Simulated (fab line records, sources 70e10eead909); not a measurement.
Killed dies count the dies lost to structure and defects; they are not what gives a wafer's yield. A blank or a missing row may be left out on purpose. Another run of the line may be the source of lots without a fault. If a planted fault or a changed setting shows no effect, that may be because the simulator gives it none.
Comparing a struck lot with a sound one / flow nandHarc / 14 out of 1302 route steps
Sound: these wafers, L211.2, L211.5, L211.6. Struck: wafers L208.1, L208.4, L208.6. The cause is given at the end.
For every step that has rows: the tool of each side, followed by ch and its chambers, followed by its first start. Under that, the readings that differ: sound wafers / struck wafers / difference of the means / sigmas: that difference in standard deviations of wafers without a fault.
alike: readings whose means differ by less than 2 such deviations, and words and numbers that are the same on both sides. not compared: withheld readings, readings that some wafer has no value for, bounds like >300 that may hide the same value, and numbers for which the record gives no deviation and whose values overlap.
Wherever a step has rows on one side only, a row that says differs or no value, or a row with sigmas, the two part there. Non-overlapping numbers with no deviation appear without sigmas and do not part them. A reading missing from all wafers of one side parts the sides only when that side holds two or more wafers.

first, 3 steps without rows for these wafers: NHARC_A_CONTACT_ETCH_111 (etches the open film in C4F8/O2/Ar, time 140 s, target depth 700 nm); NHARC_A_CONTACT_ETCH_112 (etches the open film in C4F8/O2/Ar, time 190 s, target depth 1850 nm); NHARC_A_CONTACT_ETCH_113 (etches the open film in C4F8/O2/Ar, time 190 s, target depth 1850 nm).
NHARC_A_CONTACT_ETCH_114: etches the open film in C4F8/O2/Ar, time 190 s, target depth 1850 nm.
  sound on harCapEtch-02 ch 0,1, day 26 17:29; struck on harCapEtch-03 ch 0, day 25 05:23
  alike: chamberPressureMTorr, oesAirLineAu
  not compared: rfHoursCounterH
NHARC_A_CONTACT_ETCH_115: etches the open film in C4F8/O2/Ar, time 190 s, target depth 1850 nm.
  sound on harCapEtch-02 ch 0,1, day 27 00:43; struck on harCapEtch-03 ch 0, day 25 05:34
  alike: chamberPressureMTorr, oesAirLineAu
  not compared: rfHoursCounterH
then, 2 steps without rows for these wafers: NHARC_A_CONTACT_ETCH_116 (etches the open film in C4F8/O2/Ar, time 190 s, target depth 1850 nm); NHARC_A_CONTACT_ETCH_117 (etches the open film in C4F8/O2/Ar, time 190 s, target depth 1850 nm).
NHARC_A_CONTACT_ETCH_118: etches the open film in C4F8/O2/Ar, time 190 s, target depth 1850 nm.
  sound on harCapEtch-02 ch 0,1, day 27 01:14; struck on harCapEtch-03 ch 0, day 25 06:05
  alike: chamberPressureMTorr, oesAirLineAu
  not compared: rfHoursCounterH
then, 2 steps without rows for these wafers: NHARC_A_CONTACT_ETCH_119 (etches the open film in C4F8/O2/Ar, time 190 s, target depth 1850 nm); NHARC_A_CONTACT_ETCH_120 (etches the open film in C4F8/O2/Ar, time 190 s, target depth 1850 nm).
NHARC_A_CONTACT_ETCH_121: etches the open film in C4F8/O2/Ar, time 190 s, target depth 1850 nm.
  sound on harCapEtch-02 ch 0,1, day 27 01:44; struck on harCapEtch-03 ch 0, day 25 06:35
  alike: chamberPressureMTorr, oesAirLineAu
  not compared: rfHoursCounterH
then, 1 step without rows for these wafers: NHARC_A_CONTACT_ETCH_122 (etches the open film in C4F8/O2/Ar, time 190 s, target depth 1850 nm).
NHARC_A_CONTACT_ETCH_123: etches the open film in C4F8/O2/Ar, time 490 s, target depth 2110 nm.
  sound on harCapEtch-02 ch 0,1, day 27 02:09; struck on harCapEtch-03 ch 0, day 25 06:59
  no value came back on the struck wafers for chamberPressureMTorr (mTorr), oesAirLineAu (a.u.), timeS (s); on the sound wafers chamberPressureMTorr (mTorr) reads 20.011 20.012 20.011
  not compared: rfHoursCounterH
NHARC_A_CONTACT_ETCH_90: etches the open film in CH3F/O2, target depth 40 nm, time 85.7 s.
  sound on rieDiel-13 ch 1,2,3, day 27 03:05; struck on rieDiel-13 ch 1,2, day 25 07:54
  alike: biasW, ch3fFlowSccm, drypumpMotorCurrentA, oesProductAu, rfVppV, showerheadPlenumPTorr, throttleValvePct
  not compared: rfHoursCounterH

WHERE THEY PART
Only at NHARC_A_CONTACT_ETCH_123, within this record. Later steps at which nothing parts them and some readings are alike: NHARC_A_CONTACT_ETCH_90.

WHY: what had been put in by the simulator
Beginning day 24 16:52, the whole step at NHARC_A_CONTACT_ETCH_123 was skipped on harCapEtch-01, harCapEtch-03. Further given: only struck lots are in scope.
